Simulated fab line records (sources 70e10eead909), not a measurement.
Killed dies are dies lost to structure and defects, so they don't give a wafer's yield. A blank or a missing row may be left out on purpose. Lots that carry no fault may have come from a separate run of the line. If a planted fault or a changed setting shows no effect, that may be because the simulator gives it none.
Matching of chambers | flow nand-harc | 4 sister chambers for NHARC_A_STAIRCASE_DESCUM_219 on rie-diel-01
The step chemistry O2, time 3 s. 4 wafers are shown with their chamber, then 8 later ones without.

## EACH WAFER AND ITS CHAMBER
wafer  | chamber | showerhead-plenum-p-Torr (Torr)
L085.5 | 2       | 1.78
L085.6 | 3       | 1.81
L084.2 | 0       | 2.03
L088.2 | 1       | 1.88

## WAFERS WITH NO CHAMBER GIVEN
wafer  | showerhead-plenum-p-Torr (Torr)
L088.3 | 1.81
L088.5 | 1.88
L089.2 | 1.88
L089.4 | 1.78
L089.6 | 2.02
L090.1 | 1.81
L090.3 | 1.78
L090.6 | 1.87

## THE CHAMBER EACH PASSED THROUGH
wafer  | from the rows above | in truth
L088.3 | 3                   | 3
L088.5 | 1                   | 1
L089.2 | 1                   | 1
L089.4 | 2                   | 2
L089.6 | 0                   | 0
L090.1 | 3                   | 3
L090.3 | 2                   | 2
L090.6 | 1                   | 1
Correctly placed: 8 of 8. Not placeable from these rows: 0. Placed wrongly: 0.
How it was worked out, from the rows above alone: a wafer's distance from a chamber is the root of the sum, over the readings, of the square of ((its reading less the chamber's mean) divided by the reading's scatter). If the next closest chamber is less than 2 further off than the closest, the wafer can't be placed; otherwise it belongs to the closest. Each chamber's mean is taken over the wafers shown for it. The scatter (one wafer shown for each chamber): square how far every hidden wafer sits from the nearest shown wafer, average those squares and take the square root.
